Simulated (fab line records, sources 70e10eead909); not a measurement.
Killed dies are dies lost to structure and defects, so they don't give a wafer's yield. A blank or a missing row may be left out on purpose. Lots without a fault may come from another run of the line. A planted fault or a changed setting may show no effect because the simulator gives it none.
One fault seen from 2 desks | flow nand_harc | each desk has only its own numbers; what lay behind them comes last

THE TOOL OWNER'S DESK: pecvd_onon-04
The tool's own readings at NHARC_A_ONON_D2_DEP_06 (target thk 1000 nm): means of the sampled wafers that have a number, for each lot that ran on this tool. A lot is out of limits, marked OUT, if its mean lies more than 4 standard deviations from the usual mean; the brackets give that distance.
Columns: A = n2o_flow_sccm at NHARC_A_ONON_D2_DEP_06, usual 1999 sccm; B = susceptor_temp_C at NHARC_A_ONON_D2_DEP_06, usual 400.01 C
lot  | first seen here | A    | B
L276 | day 12 07:10    | 2001 | 399.97
L282 | day 15 02:45    | 1996 | 400.01
L284 | day 15 16:35    | 1995 | 399.87
L292 | day 19 15:10    | 2004 | 400.04
L295 | day 20 18:56    | 1995 | 399.96
This desk's finding: nothing out of limits on any of the 5 lots.

THE METROLOGY DESK
What the gauges read, lot by lot, whatever tool the lot ran on: means of the sampled wafers that have a number. A lot is out of limits, marked OUT, if its mean lies more than 4 standard deviations from the usual mean; the brackets give that distance.
Columns: A = thk_nm at NHARC_A_ONON_D2_THK_MEAS_08, usual 1001 nm
lot  | first seen here | A
L276 | day 12 07:40    | 1001
L277 | day 13 12:04    | 996
L278 | day 13 19:31    | 995
L280 | day 14 09:30    | 1001
L279 | day 14 09:40    | 1027
L281 | day 15 03:14    | 1006
L282 | day 15 03:16    | 1013
L284 | day 15 17:07    | 1001
L290 | day 18 10:17    | 1006
L292 | day 19 15:37    | 567 (-39) OUT
L295 | day 20 19:26    | 597 (-37) OUT
L296 | day 20 19:27    | 987
L298 | day 21 15:30    | 1014
L297 | day 21 15:31    | 981
This desk's finding: out of limits on L292, L295; first on L292, day 19 15:37 (thk_nm at NHARC_A_ONON_D2_THK_MEAS_08). In limits: L276, L277, L278, L280, L279, L281, L282, L284, L290, L296, L298, L297.

PUT TOGETHER
The metrology desk could have raised an alarm at day 19 15:37, on L292, L295.
The tool owner's desk saw nothing out of limits.
The tool owner's desk has L292, L295 on record, within its limits.
Of the lots named, all ran NHARC_A_ONON_D2_DEP_06 on pecvd_onon-04.

WHAT THE SIMULATOR HAD PUT IN
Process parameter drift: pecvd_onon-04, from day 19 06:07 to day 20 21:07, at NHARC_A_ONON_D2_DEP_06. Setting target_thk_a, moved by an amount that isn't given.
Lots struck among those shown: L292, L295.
Hours from the fault's start to each desk's first reading out of limits: the metrology desk, 10.
